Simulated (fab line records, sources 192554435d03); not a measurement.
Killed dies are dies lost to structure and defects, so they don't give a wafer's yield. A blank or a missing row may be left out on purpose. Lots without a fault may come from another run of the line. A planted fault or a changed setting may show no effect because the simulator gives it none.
Split-lot experiment | flow n5_finfet | 7 lots, 39 wafers read, on a route of 1938 steps

THE SPLIT
At N5_FIN_SAQP_PECVD_06 (deposits a-Si from SiH4/He, target thk 60 nm, time 48.1 s), the setting time_s was moved away from the recipe's 48.1 s on 15 of the 39 wafers read, by -27.9% to +56.5%. The other wafers ran this setting at the recipe's value.

FROM THE SPLIT TO THE READING: what the file shows between them, 5 steps
- N5_FIN_SAQP_THK_MEAS_07
- N5_FIN_SAQP_HM_DEP_72: deposits SiO2 from SiH4/N2O, target thk 12 nm, time 7.2 s
- N5_FIN_SAQP_COAT_49: time 60 s, resist thk 100 nm
- N5_FIN_SAQP_HM_OPEN_73: chemistry CHF3/O2, target SiO2, stops on a-Si, target depth 12 nm, time 16.8 s
- N5_FIN_SAQP_STRIP_74: strips in CHF3/O2

THE READING
oes_product_au, in a.u., at N5_FIN_SAQP_MANDREL_ETCH_22 (etches a-Si in HBr/Cl2, stops on SiNx, target depth 60 nm, bt time 10 s, time 30 s). Fault-free wafers of this fab line usually give 0.765 a.u., standard deviation 0.016 a.u..

wafer  | tool, chamber at the split | time_s as run, s | against the recipe | oes_product_au, a.u. | against lot-mates on the recipe
L074.2 | pecvd-01, 0                | 48.1             | recipe             | 0.745                | -
L074.4 | pecvd-01, 2                | 48.1             | recipe             | 0.772                | -
L074.6 | pecvd-01, 1                | 48.1             | recipe             | 0.744                | -
L076.1 | pecvd-03, 0                | 34.7             | -27.9%             | 0.632                | -0.131
L076.2 | pecvd-03, 1                | 48.1             | recipe             | 0.774                | -
L076.3 | pecvd-03, 2                | 34.7             | -27.9%             | 0.644                | -0.119
L076.4 | pecvd-03, 0                | 48.1             | recipe             | 0.748                | -
L076.5 | pecvd-03, 2                | 34.7             | -27.9%             | 0.630                | -0.133
L076.6 | pecvd-03, 1                | 48.1             | recipe             | 0.768                | -
L079.1 | pecvd-03, 1                | 48.1             | recipe             | 0.754                | -
L079.2 | pecvd-03, 2                | 48.1             | recipe             | 0.752                | -
L079.3 | pecvd-03, 0                | 48.1             | recipe             | 0.788                | -
L079.4 | pecvd-03, 0                | 48.1             | recipe             | 0.769                | -
L079.5 | pecvd-03, 2                | 48.1             | recipe             | 0.798                | -
L079.6 | pecvd-03, 1                | 48.1             | recipe             | 0.752                | -
L083.1 | pecvd-03, 1                | 48.1             | recipe             | 0.779                | -
L083.2 | pecvd-03, 0                | 58.14            | +20.9%             | 0.858                | +0.076
L083.3 | pecvd-03, 2                | 58.14            | +20.9%             | 0.857                | +0.075
L083.4 | pecvd-03, 1                | 58.14            | +20.9%             | 0.838                | +0.056
L083.5 | pecvd-03, 2                | 48.1             | recipe             | 0.775                | -
L083.6 | pecvd-03, 0                | 48.1             | recipe             | 0.791                | -
L088.1 | pecvd-01, 2                | 48.1             | recipe             | 0.759                | -
L088.2 | pecvd-01, 1                | 48.1             | recipe             | 0.741                | -
L088.3 | pecvd-01, 0                | 62.03            | +29.0%             | 0.890                | +0.136
L088.4 | pecvd-01, 1                | 62.03            | +29.0%             | 0.919                | +0.165
L088.5 | pecvd-01, 0                | 62.03            | +29.0%             | 0.921                | +0.167
L088.6 | pecvd-01, 2                | 48.1             | recipe             | 0.761                | -
L092.1 | pecvd-01, 0                | 75.29            | +56.5%             | 0.999                | +0.233
L092.2 | pecvd-01, 2                | 48.1             | recipe             | 0.749                | -
L092.3 | pecvd-01, 1                | 75.29            | +56.5%             | 1.023                | +0.257
L092.4 | pecvd-01, 1                | 48.1             | recipe             | 0.756                | -
L092.5 | pecvd-01, 0                | 75.29            | +56.5%             | 0.995                | +0.229
L092.6 | pecvd-01, 2                | 48.1             | recipe             | 0.793                | -
L093.1 | pecvd-01, 2                | 48.1             | recipe             | 0.780                | -
L093.2 | pecvd-01, 1                | 48.1             | recipe             | 0.787                | -
L093.3 | pecvd-01, 0                | 39.24            | -18.4%             | 0.679                | -0.108
L093.4 | pecvd-01, 2                | 39.24            | -18.4%             | 0.714                | -0.073
L093.5 | pecvd-01, 1                | 48.1             | recipe             | 0.794                | -
L093.6 | pecvd-01, 0                | 39.24            | -18.4%             | 0.693                | -0.094

THE FIT
A straight line over all 39 wafers: oes_product_au changes by +0.00436 a.u. for each +1% of time_s; r = +0.98; the points scatter about the line by 0.017 a.u..
The same after taking each lot's own level away (the mean of its wafers on the recipe; 39 wafers): +0.00445 a.u. for each +1%; r = +0.98; scatter 0.017 a.u..
On that fit, the largest move of time_s shifts the reading by 0.25 a.u..
The lots' own levels span 0.7537 to 0.7870 a.u., that is 2.1 times the standard deviation above.
So the lot-to-lot level changes the slope little: the two slopes agree.
Check: with one of the wafers moved furthest among these (+56.5%) left out of the fit, the line predicts +0.254 a.u. for it against its lot-mates. It came out at +0.233 a.u. against them.

OTHER SPLITS ON THESE WAFERS
These wafers also went through other splits before the reading. Each is held against what the fit with the lots' levels taken away leaves over:
other split on the same wafers       | wafers away from the commonest value | r with oes_product_au (lot level and that fit taken away)
N5_ZERO_LAYER_ETCH_18 target_depth_a | 15                                   | -0.05

THE WHOLE CHAIN: every reading that the file lists as answering this split, in the file's order
step                        | what it does                                                                       | reading                                                                           | change (the file's fit)                                                         | r (the file's)
N5_FIN_SAQP_PECVD_06        | deposits a-Si from SiH4/He, target thk 60 nm, time 48.1 s                          | a-Si_of_FIN_SAQP_PECVD_06.thk_nm (the simulator's own value, which no gauge read) | +0.602 nm for each +1% of the setting                                           | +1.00
N5_FIN_SAQP_THK_MEAS_07     |                                                                                    | thk_nm                                                                            | withheld for each +1% of the setting                                            | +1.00
N5_FIN_SAQP_MANDREL_ETCH_22 | etches a-Si in HBr/Cl2, stops on SiNx, target depth 60 nm, bt time 10 s, time 30 s | oes_product_au                                                                    | +0.00444 a.u. for each +1% of the setting                                       | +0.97
N5_FIN_SAQP_MANDREL_ETCH_22 | etches a-Si in HBr/Cl2, stops on SiNx, target depth 60 nm, bt time 10 s, time 30 s | etch.depth_nm (the simulator's own value, which no gauge read)                    | +0.566 nm for each +1% of the setting                                           | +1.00
N5_FIN_SAQP_INSPECT_40      | inspects for defects (brightfield)                                                 | raw_defect_count                                                                  | not straight: 166 at the lowest setting, 234 at the recipe, 1842 at the highest | not given

THE FILE'S OWN FIT
oes_product_au changes by +0.00444 a.u. for each +1% of time_s, r = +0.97.
